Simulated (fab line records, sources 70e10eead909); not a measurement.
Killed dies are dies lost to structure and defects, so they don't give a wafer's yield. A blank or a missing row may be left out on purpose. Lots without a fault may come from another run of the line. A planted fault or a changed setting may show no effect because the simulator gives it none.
One fault seen from 2 desks | flow nand_harc | each desk has only its own numbers; what lay behind them comes last

THE TOOL OWNER'S DESK: cvd_w-02
The tool's own readings at NHARC_A_BLC_CVD_24 (deposits W, target thk 150 nm, time 434 s): means of the sampled wafers that have a number, for each lot that ran on this tool. A lot is out of limits, marked OUT, if its mean lies more than 4 standard deviations from the usual mean; the brackets give that distance.
Columns: A = heater_power_w at NHARC_A_BLC_CVD_24, usual 451 W; B = throttle_valve_pct at NHARC_A_BLC_CVD_24, usual 7.87 %
lot  | first seen here | A   | B
L930 | day 18 07:40    | 453 | 7.75
L931 | day 18 13:17    | 460 | 7.76
L934 | day 19 13:19    | 483 | 7.69
L936 | day 20 00:00    | 432 | 7.55
L937 | day 20 00:22    | 483 | 7.78
L939 | day 20 12:12    | 488 | 7.88
L938 | day 20 12:38    | 509 | 7.86
L952 | day 24 07:25    | 457 | 7.80
L953 | day 24 07:51    | 513 | 7.72
This desk's finding: nothing out of limits on any of the 9 lots.

THE METROLOGY DESK
What the gauges read, lot by lot, whatever tool the lot ran on: means of the sampled wafers that have a number. A lot is out of limits, marked OUT, if its mean lies more than 4 standard deviations from the usual mean; the brackets give that distance.
Columns: A = overlay_x_nm at NHARC_HYBRID_BOND_OVL_MEAS_05, usual 3 nm; B = overlay_y_nm at NHARC_HYBRID_BOND_OVL_MEAS_05, usual -8 nm
lot  | first seen here | A   | B
L930 | day 19 06:20    | -14 | -17
L931 | day 19 15:40    | -4  | -27
L932 | day 19 15:40    | -12 | -3
L933 | day 20 12:51    | -15 | -14
L934 | day 20 12:51    | -14 | -21
L935 | day 20 20:30    | 26  | -4
L936 | day 20 20:30    | -10 | -14
L937 | day 20 20:31    | 13  | -11
L938 | day 21 13:47    | 28  | -15
L939 | day 21 13:47    | 10  | -37
L949 | day 24 21:24    | 18  | 11
L952 | day 25 05:15    | -3  | 3
L953 | day 25 09:40    | -47 | -8
This desk's finding: nothing out of limits on any of the 13 lots.

PUT TOGETHER
The tool owner's desk saw nothing out of limits.
The metrology desk saw nothing out of limits.

WHAT THE SIMULATOR HAD PUT IN
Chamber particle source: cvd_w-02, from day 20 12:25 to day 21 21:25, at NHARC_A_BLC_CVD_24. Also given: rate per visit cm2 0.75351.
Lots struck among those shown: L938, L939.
